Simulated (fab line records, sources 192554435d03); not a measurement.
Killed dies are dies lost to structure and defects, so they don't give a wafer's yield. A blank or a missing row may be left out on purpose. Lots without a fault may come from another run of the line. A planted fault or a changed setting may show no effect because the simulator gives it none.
A struck lot beside a sound one | flow n5_finfet | 23 steps out of a route of 1938
Sound: wafers L171.1, L171.4, L171.5. Struck: wafers L178.2, L178.4, L178.5. The cause comes at the end.
At each step with rows: each side's tool, then ch and its chambers, then its first start. Under that, the readings that differ: sound wafers | struck wafers | difference of the means | sigmas: that difference in standard deviations of wafers without a fault.
alike: readings whose means differ by less than 2 such deviations, and words and numbers that are the same on both sides. not compared: withheld readings, readings that some wafer has no value for, bounds like >300 that may hide the same value, and numbers for which the record gives no deviation and whose values overlap.
The two part at a step that has a row with sigmas, a row that says differs or no value, or rows on one side only. Numbers that don't overlap but have no deviation are shown without sigmas and don't part them. A reading that every wafer of one side lacks parts them only if that side has two wafers or more.

first, 11 steps without rows for these wafers: N5_BEOL_M15_STRIP_63 (strips in O2); N5_BEOL_M15_STRIP_64 (strips in O2); N5_BEOL_M15_STRIP_65 (strips in post etch residue remover, time 60 s); N5_BEOL_M15_SRD_66 (time 30 s, dry time 30 s); N5_BEOL_M15_COAT_56 (time 60 s, resist thk 550 nm); N5_BEOL_M15_ETCH_57 (etches SOC in N2/H2, time 750 s); N5_BEOL_M15_COAT_60 (time 60 s, resist thk 89 nm); N5_BEOL_M15_COAT_22 (resist thk 800 nm); N5_BEOL_M15_EBR_24; N5_BEOL_M15_SOFTBAKE_23 (time 60 s); N5_BEOL_M15_EXPOSE_25 (exposes mask M15, target cd 400 nm).
N5_BEOL_M15_PEB_26: peb time 90 s.
  sound on litho_track-01 ch 0, day 12 09:25; struck on litho_track-01 ch 0, day 14 10:25
  reading          | sound                | struck               | difference | sigmas
  plate_temp_C (C) | 129.86 129.87 129.85 | 131.44 131.16 131.26 | +1.43      | +10
  alike: chill_plate_temp_C
then, 2 steps without rows for these wafers: N5_BEOL_M15_DEVELOP_27 (develop time 45 s); N5_BEOL_M15_HARDBAKE_32 (time 120 s).
N5_BEOL_M15_DESCUM_33: chemistry O2, time 7.9 s.
  sound on rie_diel-02 ch 0,1, day 12 09:37; struck on rie_diel-01 ch 0,1,3, day 14 10:37
  reading                   | sound         | struck          | difference | sigmas
  model.BEOL_M15.cd_nm (nm) | 406 407 407.4 | 412.6 412.2 414 | +6.1       |
  alike: drypump_motor_current_A, oes_product_au, rf_vpp_V, showerhead_plenum_p_Torr, throttle_valve_pct
  not compared: rf_hours_counter_h
then, 5 steps without rows for these wafers: N5_BEOL_M15_ETCH_61 (etches BARC in N2/H2, target depth 89 nm, overetch 26.7 nm, time 67.9 s); N5_BEOL_M15_TRENCH_ETCH_34 (etches SiO2 in C4F8/O2/Ar, target depth 872.93 nm, time 199 s); N5_BEOL_M15_STRIP_36 (strips in O2); N5_BEOL_M15_STRIP_62 (strips in O2); N5_BEOL_M15_STRIP_37 (strips in O2).
N5_BEOL_M15_ETCH_38: etches SiCN in CF4/N2, target depth 106.4 nm, time 120.5 s.
  sound on rie_diel-01 ch 0,2,3; struck on rie_diel-06 ch 0,2
  reading                   | sound             | struck          | difference | sigmas
  model.BEOL_M15.cd_nm (nm) | 398.4 398.2 401.8 | 404.2 403 406.2 | +5.0       |
  alike: cf4_flow_sccm, drypump_motor_current_A, oes_product_au, rf_vpp_V, showerhead_plenum_p_Torr, throttle_valve_pct
  not compared: rf_hours_counter_h
then, 1 step without rows for these wafers: N5_BEOL_M15_PRECLEAN_39 (cleans in residue remover, time 60 s).
N5_PASSIVATION_PROBE_49:
  the record has rows for the struck wafers here (prober-01, day 15 01:39) and none for the sound ones

WHERE THEY PART
First at N5_BEOL_M15_PEB_26; last, within this record, at N5_PASSIVATION_PROBE_49.

WHY: what the simulator had put in
Process parameter drift: litho_track-01, from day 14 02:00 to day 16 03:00, at N5_BEOL_M15_PEB_26. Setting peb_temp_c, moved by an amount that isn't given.
